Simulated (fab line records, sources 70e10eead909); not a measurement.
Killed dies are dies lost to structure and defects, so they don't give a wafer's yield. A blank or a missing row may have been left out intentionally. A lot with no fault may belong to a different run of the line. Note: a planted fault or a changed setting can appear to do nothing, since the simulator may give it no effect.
fab line records | flow nandHarc | part 2 of 2: steps 32 to 38 of 38
record: lots: 5 wafers: 15 lastDay: 24
route steps=1159 shown P_GATE@199 P_CONTACT@217
lots untouched by any fault: they come from a run of this same line in which no faults occurred
startH: the number of hours between the record's first day and the start of the first shown wafer of the lot | waitH: hours since the lot's step before | " unchanged from the row above | L1.1+2: one row covering several wafers at once | - no value present, or no start provided | * or withheld: withheld | < > ~ a bound
route shown NAME@n: a module of which the file shows steps, and the number in the route of the first | usual: average and standard deviation across the fault-free wafers | same: alike in all rows | chamber/n: place in a boat | sites: readings site by site | _std_site: standard deviation of those values | _edge_site: outer sites' mean less inner sites' | radiusMm: for every site, how far away it sits from the centre of the wafer | mask NAME#n: copy n | behind: tool/chamber where the wafer was last shaped | hold: reason for holding the lot/hours on hold/outcome of the hold | device: which transistor (n, p or np) failed to switch | end of line: the route-end tests of the same wafers | where a step has no rows: the recipe by itself | killed: not the wafer's yield, but the dies lost to structure and defects at the first sort | map: dies across one wafer; x = killed, . = not, _ = none there
set.NAME: the setting that was run; set.NAME@STEP: the one run at that earlier step | model.NAME: the simulator's own value behind a step, which no gauge read
lots at some steps of the route; a table a step, a row a wafer
services: a tool's chamber out of use, with start hour (startH, from the record's first day; less than 0 if before it), hours out, and reason
== steps ==
step: NHARC_P_CONTACT_DEVELOP_11
recipe: developTimeS: 35 devTempC: 23
same: developTimeS: 35
columns lot.wafer tool chamber startH waitH
L080.3+4+5 lithoTrack-06 0 - -
L079.2+3+5 lithoTrack-01 0 - -
L084.1+4+5 lithoTrack-06 0 - -
L095.1+3+6 lithoTrack-06 0 - -
L097.4+5+6 lithoTrack-06 0 - -
step: NHARC_P_CONTACT_CD_MEAS_12
recipe: targetCdNm: 90 landingEnergyEv: 500
usual: cdNm: 90.1/0.49
columns lot.wafer tool chamber startH waitH cdNm
L080.3 cdSem-02 0 146.48 - 90.3
L080.4 " 0 " " 89.5
L080.5 " 0 " " 89.4
L079.2 cdSem-03 0 148.87 - 90.2
L079.3 " 0 " " 90.0
L079.5 " 0 " " 90.5
L084.1 cdSem-03 0 172.84 - 89.6
L084.4 " 0 " " 89.6
L084.5 " 0 " " 89.3
L095.1 cdSem-01 0 236.74 - 91.4
L095.3 " 0 " " 90.4
L095.6 " 0 " " 89.7
L097.4 cdSem-01 0 241.24 - 89.5
L097.5 " 0 " " 89.8
L097.6 " 0 " " 89.4
step: NHARC_P_CONTACT_OVL_MEAS_13
usual: overlayXNm: 0.0/0.79 overlayYNm: -0.1/0.9
columns lot.wafer tool chamber startH waitH overlayXNm overlayYNm
L080.3 overlay-01 - 146.57 - 1.7 0.5
L080.4 " - " " 0.9 0.3
L080.5 " - " " 0.9 0.0
L079.2 overlay-02 - 148.96 - 1.0 -0.5
L079.3 " - " " 0.5 -0.9
L079.5 " - " " 0.4 -0.1
L084.1 overlay-02 - 172.92 - -0.8 -0.6
L084.4 " - " " 0.1 -0.9
L084.5 " - " " 0.0 -0.4
L095.1 overlay-02 - 236.84 - 0.3 -1.0
L095.3 " - " " 0.4 -1.2
L095.6 " - " " 0.1 -1.2
L097.4 overlay-02 - 241.32 - -0.2 0.5
L097.5 " - " " -0.7 0.6
L097.6 " - " " -0.7 0.6
step: NHARC_P_CONTACT_INSPECT_14
usual: rawDefectCount: 3.7/2.2
columns lot.wafer tool chamber startH waitH rawDefectCount
L080.3 defectInspect-01 - 146.60 0.0 6
L080.4 " - " " 5
L080.5 " - " " 5
L079.2 defectInspect-02 - 149.00 0.0 7
L079.3 " - " " 4
L079.5 " - " " 8
L084.1 defectInspect-02 - 172.96 0.0 5
L084.4 " - " " 1
L084.5 " - " " 3
L095.1 defectInspect-01 - 236.87 0.0 6
L095.3 " - " " 7
L095.6 " - " " 2
L097.4 defectInspect-02 - 241.36 0.0 3
L097.5 " - " " 4
L097.6 " - " " 1
step: NHARC_P_CONTACT_DESCUM_17
recipe: timeS: 3 o2FlowSccm: 200 arFlowSccm: 0 biasPowerW: 0 chemistry: O2
usual: drypumpMotorCurrentA: 5.8/0.55 oesProductAu: 0.999/0.0067 rfVppV: 57.9/0.98 showerheadPlenumPTorr: 1.97/0.072 throttleValvePct: 11.312/0.0084
same: biasPowerW: 0
columns lot.wafer tool chamber startH waitH drypumpMotorCurrentA oesProductAu rfHoursCounterH rfVppV showerheadPlenumPTorr throttleValvePct
L080.3 rieDiel-10 3 146.66 0.1 4.9 0.983 13 57.5 1.93 11.304
L080.4 " 1 " " 6.4 0.993 13 57.0 1.86 11.310
L080.5 " 0 " " 6.5 0.994 - 56.6 2.03 11.308
L079.2 rieDiel-13 2 149.06 0.1 5.5 0.995 4 56.7 1.99 11.320
L079.3 " 3 " " 5.5 1.003 4 59.1 2.04 11.314
L079.5 " 2 " " 5.5 1.009 - 58.8 1.99 11.309
L084.1 rieDiel-10 0 173.02 0.1 6.5 0.994 17 58.8 2.03 11.328
L084.4 " 1 " " 6.4 1.001 16 57.1 1.86 11.304
L084.5 " 1 " " 6.4 0.999 - 57.8 1.86 11.311
L095.3 rieDiel-10 2 236.94 0.1 6.3 1.003 6 59.6 2.03 11.313
L095.1 " 3 " " 4.9 0.994 6 57.6 1.93 11.321
L095.6 " 2 " " 6.3 0.989 - 58.8 2.03 11.303
L097.4 rieDiel-13 0 241.42 0.1 6.1 0.988 16 57.3 1.85 11.311
L097.6 " 3 " " 5.4 0.998 - 58.3 2.03 11.322
L097.5 " 0 " " 6.1 0.995 - 57.1 1.85 11.309
step: NHARC_P_CONTACT_ETCH_35
recipe: targetDepthA: 390 overEtchFrac: 0.3 timeS: 65 ionEnergyEv: 80 cf4FlowSccm: 150 arFlowSccm: 0 rfW: 300 biasW: 100 chemistry: CF4
usual: drypumpMotorCurrentA: 5.8/0.55 oesProductAu: 0.998/0.0069 rfVppV: 151.8/1.1 showerheadPlenumPTorr: 1.81/0.063 throttleValvePct: 13.284/0.0091
columns lot.wafer tool chamber startH waitH drypumpMotorCurrentA oesProductAu rfHoursCounterH rfVppV showerheadPlenumPTorr throttleValvePct
L080.3 rieDiel-10 2 146.75 0.1 6.3 1.000 12 151.8 1.88 13.277
L080.4 " 1 " " 6.4 0.998 13 150.4 1.73 13.278
L080.5 " 2 " " 6.3 0.994 - 152.0 1.88 13.265
L079.2 rieDiel-13 0 149.14 0.1 6.1 0.997 5 150.8 1.72 13.283
L079.3 " 2 " " 5.5 1.005 4 152.5 1.83 13.269
L079.5 " 0 " " 6.1 0.999 - 151.1 1.72 13.291
L084.1 rieDiel-10 0 173.11 0.1 6.5 0.989 17 151.5 1.87 13.296
L084.4 " 2 " " 6.3 0.999 15 152.3 1.87 13.305
L084.5 " 0 " " 6.5 0.995 - 152.5 1.86 13.288
L095.3 rieDiel-10 2 237.03 0.1 6.3 1.003 6 151.7 1.87 13.286
L095.1 " 0 " " 6.4 1.007 5 152.3 1.86 13.280
L095.6 " 1 " " 6.4 1.008 - 150.9 1.72 13.278
L097.4 rieDiel-13 1 241.59 0.2 5.1 1.000 14 153.3 1.86 13.294
L097.6 " 0 " " 6.1 0.986 - 149.8 1.72 13.276
L097.5 " 1 " " 5.1 0.999 - 152.7 1.86 13.283
step: NHARC_P_CONTACT_ETCH_36
recipe: targetDepthA: 2600 overEtchFrac: 0.25 timeS: 406.25 ionEnergyEv: 200 n2FlowSccm: 150 h2FlowSccm: 150 arFlowSccm: 0 rfW: 400 biasW: 150 chemistry: N2/H2
usual: drypumpMotorCurrentA: 5.8/0.55 oesProductAu: 0.999/0.0071 rfVppV: 432.3/2.3 showerheadPlenumPTorr: 2.10/0.078 throttleValvePct: 14.173/0.01
columns lot.wafer tool chamber startH waitH drypumpMotorCurrentA oesProductAu rfHoursCounterH rfVppV showerheadPlenumPTorr throttleValvePct
L080.3 rieDiel-10 1 - - 6.4 1.000 13 429.7 1.99 14.159
L080.4 " 3 " " 4.9 0.998 14 430.1 2.06 14.161
L080.5 " 0 " " 6.5 0.988 - 433.8 2.16 14.175
L079.2 rieDiel-13 3 - - 5.5 1.007 4 434.2 2.18 14.177
L079.3 " 1 " " 5.2 0.994 4 433.5 2.16 14.168
L079.5 " 3 " " 5.5 0.997 - 433.3 2.18 14.166
L084.4 rieDiel-10 3 - - 4.9 0.994 17 432.1 2.06 14.168
L084.1 " 1 " " 6.4 1.004 16 428.1 1.98 14.198
L084.5 " 0 " " 6.5 0.982 - 434.2 2.16 14.166
L095.1 rieDiel-10 1 - - 6.4 0.997 6 428.9 1.98 14.179
L095.3 " 2 " " 6.3 1.001 6 436.0 2.17 14.191
L095.6 " 1 " " 6.4 1.007 - 428.5 1.98 14.182
L097.4 rieDiel-13 1 - - 5.1 0.992 14 433.8 2.16 14.177
L097.5 " 3 " " 5.5 1.000 - 432.4 2.17 14.173
L097.6 " 0 " " 6.1 1.004 - 428.0 1.97 14.161
== services ==
columns tool chamber startH hours kind
arfiScanner-02 - 122.29 3.8 repair
pecvd-02 - 125.18 0.8 repair
pecvd-02 - 128.19 1.2 repair
wetBench-06 - 129.60 8.0 pm
rieDiel-13 1 131.91 7.5 repair
pvdSputter-03 - 133.31 2.0 repair
pecvd-02 - 137.56 0.9 repair
lithoTrack-04 - 141.00 7.0 pm
pvdSputter-01 - 152.11 2.6 repair
pecvd-02 - 153.03 13.0 pm
pvdSputter-01 - 158.00 10.0 pm
lithoTrack-02 - 165.00 7.0 pm
rieDiel-10 0 168.76 4.2 repair
rieDiel-10 - 176.50 9.0 pm
pecvd-02 2 180.33 7.4 repair
plasmaAsher-02 - 183.63 9.0 pm
rieDiel-13 0 188.16 5.6 repair
wetBench-05 - 196.80 8.0 pm
pvdSputter-02 - 206.14 3.0 repair
lithoTrack-03 - 213.00 7.0 pm
pvdSputter-02 - 214.00 10.0 pm
rieDiel-10 0 226.54 8.8 repair
pecvd-02 2 237.16 14.4 repair
pecvd-01 - 237.18 13.0 pm
